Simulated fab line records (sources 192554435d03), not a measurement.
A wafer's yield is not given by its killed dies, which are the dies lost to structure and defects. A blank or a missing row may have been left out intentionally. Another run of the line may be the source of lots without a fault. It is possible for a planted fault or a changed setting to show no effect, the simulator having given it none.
Chamber matching	flow n5 finfet	N5_BEOL_M7_DESCUM_33 on rie diel-06: 4 sister chambers
The step chemistry O2, time 7 s. 7 wafers are shown with their chamber, then 7 later ones without.

== EACH WAFER AND ITS CHAMBER ==
wafer	chamber	drypump motor current A (A)	showerhead plenum p Torr (Torr)
L076.5	1	5.1	2.08
L084.4	3	5.7	2.19
L086.1	3	5.7	2.18
L086.3	1	5.1	2.07
L086.4	2	5.0	2.04
L089.2	0	6.2	1.99
L089.4	2	4.9	2.04

== WAFERS WHOSE CHAMBER IS MISSING ==
wafer	drypump motor current A (A)	showerhead plenum p Torr (Torr)
L089.5	5.7	2.18
L092.1	5.7	2.18
L092.2	6.2	1.98
L092.3	5.0	2.04
L095.1	5.7	2.18
L095.3	5.0	2.03
L095.6	5.0	2.03

== WHICH CHAMBER EACH WENT THROUGH ==
wafer	from the rows above	in truth
L089.5	3	3
L092.1	3	3
L092.2	0	0
L092.3	2	2
L095.1	3	3
L095.3	2	2
L095.6	2	2
Placed correctly: 7 of 7. Can't be placed from these rows: 0. 0 placed wrongly.
How it was worked out, from the rows above alone: a wafer's distance from a chamber is the root of the sum, over the readings, of the square of ((its reading less the chamber's mean) divided by the reading's scatter). The wafer belongs to the nearest chamber; if the next one is less than 2 further off, it can't be placed. For every chamber, the mean is computed from those of its wafers that are shown. The scatter: the root of (the sum of the squares of (reading less its chamber's mean) over the shown wafers, divided by (wafers less chambers)).
